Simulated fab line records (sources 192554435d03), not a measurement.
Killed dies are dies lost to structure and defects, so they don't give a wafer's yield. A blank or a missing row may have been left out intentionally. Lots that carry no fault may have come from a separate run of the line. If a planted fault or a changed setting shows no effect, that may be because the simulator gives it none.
Which tool was responsible? || flow n5 finfet || 12 lots with 36 wafers sampled at 2 steps, on a route of 1938 steps

## WHAT THE GAUGES READ, wafer by wafer
N5_BEOL_M1_RS_MEAS_58: measures by four-point-probe.
{"lot": "L075", "measured": "day 6 17:36", "on": "film metro-01", "M1_RS (ohm/sq)": "0.66 0.60 0.65"}
{"lot": "L077", "measured": "day 7 05:46", "on": "film metro-02", "M1_RS (ohm/sq)": "0.62 0.63 0.62"}
{"lot": "L079", "measured": "day 8 13:52", "on": "film metro-02", "M1_RS (ohm/sq)": "0.65 0.61 0.63"}
{"lot": "L082", "measured": "day 8 21:47", "on": "film metro-02", "M1_RS (ohm/sq)": "0.65 0.64 0.63"}
{"lot": "L085", "measured": "day 9 00:43", "on": "film metro-01", "M1_RS (ohm/sq)": "0.66 0.68 0.65"}
{"lot": "L084", "measured": "day 9 13:03", "on": "film metro-02", "M1_RS (ohm/sq)": "0.65 0.66 0.64"}
{"lot": "L087", "measured": "day 9 15:28", "on": "film metro-01", "M1_RS (ohm/sq)": "0.65 0.68 0.74"}
{"lot": "L089", "measured": "day 10 09:22", "on": "film metro-02", "M1_RS (ohm/sq)": "0.74 0.69 0.59"}
{"lot": "L092", "measured": "day 11 01:09", "on": "film metro-01", "M1_RS (ohm/sq)": "0.65 0.63 0.65"}
{"lot": "L093", "measured": "day 11 06:11", "on": "film metro-01", "M1_RS (ohm/sq)": "0.65 0.68 0.65"}
{"lot": "L095", "measured": "day 12 06:17", "on": "film metro-02", "M1_RS (ohm/sq)": "0.70 0.72 0.68"}
{"lot": "L096", "measured": "day 12 14:32", "on": "film metro-01", "M1_RS (ohm/sq)": "0.69 0.70 0.63"}

## EACH LOT AND THE TOOL THAT RAN IT (in order: tool; ch and the chambers of the sampled wafers; start)
{"lot": "L075", "N5_BEOL_M1_ANNEAL_93": "pvd sputter-01, day 6 16:11"}
{"lot": "L077", "N5_BEOL_M1_ANNEAL_93": "pvd sputter-01, day 7 04:21"}
{"lot": "L079", "N5_BEOL_M1_ANNEAL_93": "pvd sputter-02, day 8 12:26"}
{"lot": "L082", "N5_BEOL_M1_ANNEAL_93": "pvd sputter-01, day 8 20:23"}
{"lot": "L085", "N5_BEOL_M1_ANNEAL_93": "pvd sputter-01, day 8 23:18"}
{"lot": "L084", "N5_BEOL_M1_ANNEAL_93": "pvd sputter-01, day 9 11:38"}
{"lot": "L087", "N5_BEOL_M1_ANNEAL_93": "pvd sputter-01, day 9 13:29"}
{"lot": "L089", "N5_BEOL_M1_ANNEAL_93": "pvd sputter-02, day 10 07:57"}
{"lot": "L092", "N5_BEOL_M1_ANNEAL_93": "pvd sputter-03, day 10 23:35"}
{"lot": "L093", "N5_BEOL_M1_ANNEAL_93": "pvd sputter-01, day 11 04:46"}
{"lot": "L095", "N5_BEOL_M1_ANNEAL_93": "pvd sputter-03, day 12 04:42"}
{"lot": "L096", "N5_BEOL_M1_ANNEAL_93": "pvd sputter-01, day 12 13:08"}
- N5_BEOL_M1_ANNEAL_93: time 240 s.

## THE ANSWER, worked out from the rows above alone
Rule: usual is defined by the lots themselves. Put in order of their means at a reading, lots are off if they are a third of the lots or fewer, leave a main group of 4 or more, and stand apart from it by a gap of 3 or more times the standard deviation of the main group's means; of several such gaps the widest counts. Not used: any main group whose means are identical at the precision the tables above print for the reading. A lot without any number at a reading at which 4 lots or more have one is off too. All remaining lots with rows at the step are treated as sound.
Nothing can be told from this: no lot is off at any reading shown.

## WHAT THE SIMULATOR HAD INSERTED
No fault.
